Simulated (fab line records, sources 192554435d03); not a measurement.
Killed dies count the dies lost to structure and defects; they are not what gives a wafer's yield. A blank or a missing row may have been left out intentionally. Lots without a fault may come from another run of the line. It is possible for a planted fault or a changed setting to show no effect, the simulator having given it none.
Chamber matching :: flow n5-finfet :: 4 sister chambers for N5_SDB_ALD_29 on ald-sin-02
The step deposits SiNx, target thk 30 nm, pulse time 1 s, ald cycles 600. 7 wafers are shown with their chamber, then 8 later ones without.

## WAFERS, EACH WITH ITS CHAMBER
wafer: L083.3
chamber: 0
heater-power-w (W): 772
precursor-pulse-height-rel: 1.034

wafer: L083.4
chamber: 2
heater-power-w (W): 760
precursor-pulse-height-rel: 1.004

wafer: L089.1
chamber: 3
heater-power-w (W): 881
precursor-pulse-height-rel: 0.987

wafer: L091.4
chamber: 1
heater-power-w (W): 899
precursor-pulse-height-rel: 1.021

wafer: L091.5
chamber: 2
heater-power-w (W): 767
precursor-pulse-height-rel: 0.988

wafer: L091.6
chamber: 3
heater-power-w (W): 892
precursor-pulse-height-rel: 1.023

wafer: L093.1
chamber: 1
heater-power-w (W): 897
precursor-pulse-height-rel: 0.976

## WAFERS WHOSE CHAMBER IS MISSING
wafer: L093.2
heater-power-w (W): 767
precursor-pulse-height-rel: 1.009

wafer: L093.5
heater-power-w (W): 881
precursor-pulse-height-rel: 0.973

wafer: L095.4
heater-power-w (W): 790
precursor-pulse-height-rel: 1.011

wafer: L095.5
heater-power-w (W): 767
precursor-pulse-height-rel: 0.970

wafer: L095.6
heater-power-w (W): 884
precursor-pulse-height-rel: 1.019

wafer: L097.2
heater-power-w (W): 895
precursor-pulse-height-rel: 0.989

wafer: L097.3
heater-power-w (W): 892
precursor-pulse-height-rel: 0.998

wafer: L097.5
heater-power-w (W): 922
precursor-pulse-height-rel: 0.987

## WHICH CHAMBER EACH ONE RAN IN
wafer: L093.2
from the rows above: can't be placed: 2 or 0
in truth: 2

wafer: L093.5
from the rows above: can't be placed: 3 or 1
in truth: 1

wafer: L095.4
from the rows above: can't be placed: 0 or 2
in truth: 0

wafer: L095.5
from the rows above: can't be placed: 2 or 0
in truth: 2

wafer: L095.6
from the rows above: can't be placed: 3 or 1
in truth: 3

wafer: L097.2
from the rows above: can't be placed: 1 or 3
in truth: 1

wafer: L097.3
from the rows above: can't be placed: 3 or 1
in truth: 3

wafer: L097.5
from the rows above: 1
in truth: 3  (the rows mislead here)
Correctly placed: 0 of 8. Not placeable from these rows: 7 (in 7, the candidates include the true chamber). Placed wrongly: 1.
How it was worked out, from the rows above alone: a wafer's distance from a chamber is the root of the sum, over the readings, of the square of ((its reading less the chamber's mean) divided by the reading's scatter). If the next closest chamber is less than 2 further off than the closest, the wafer can't be placed; otherwise it belongs to the closest. A chamber's mean is the mean of its shown wafers. The scatter is the square root of a quotient: the sum, over the shown wafers, of each reading's squared deviation from its chamber's mean, divided by wafers minus chambers.
